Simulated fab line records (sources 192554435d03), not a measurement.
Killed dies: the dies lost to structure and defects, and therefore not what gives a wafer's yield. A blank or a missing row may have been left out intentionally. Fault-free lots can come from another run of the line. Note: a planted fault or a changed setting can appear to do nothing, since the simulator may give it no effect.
Matching of chambers | flow n5-finfet | N5_STI_FIN_REVEAL_ETCH_34 on rie-si-06 has 4 sister chambers
The step etches Si in H2, material Si, target depth 0.97 nm. 4 wafers are shown with their chamber, then 11 later ones without.

WAFERS PAIRED WITH THEIR CHAMBERS
wafer  | chamber | drypump-motor-current-A (A)
L084.1 | 2       | 5.2
L084.2 | 3       | 5.9
L084.3 | 1       | 5.4
L084.4 | 0       | 5.7

WAFERS WITH NO CHAMBER GIVEN
wafer  | drypump-motor-current-A (A)
L084.5 | 5.9
L084.6 | 5.2
L087.3 | 5.6
L087.4 | 5.2
L087.5 | 5.6
L091.3 | 5.4
L091.5 | 5.6
L091.6 | 5.4
L096.1 | 6.0
L096.4 | 5.6
L096.5 | 6.0

CHAMBER TAKEN BY EACH
wafer  | from the rows above     | in truth
L084.5 | 3                       | 3
L084.6 | 2                       | 2
L087.3 | can't be placed: 0 or 1 | 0
L087.4 | 2                       | 2
L087.5 | can't be placed: 0 or 1 | 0
L091.3 | 1                       | 1
L091.5 | can't be placed: 0 or 1 | 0
L091.6 | 1                       | 1
L096.1 | 3                       | 3
L096.4 | can't be placed: 0 or 1 | 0
L096.5 | 3                       | 3
Correct placement for 7 of the 11. Can't be placed from these rows: 4 (the true chamber is among the candidates in 4). Number placed wrongly: 0.
How it was worked out, from the rows above alone: a wafer's distance from a chamber is the root of the sum, over the readings, of the square of ((its reading less the chamber's mean) divided by the reading's scatter). If the next closest chamber is less than 2 further off than the closest, the wafer can't be placed; otherwise it belongs to the closest. For every chamber, the mean is computed from those of its wafers that are shown. The scatter (one wafer shown for each chamber): square how far every hidden wafer sits from the nearest shown wafer, average those squares and take the square root.
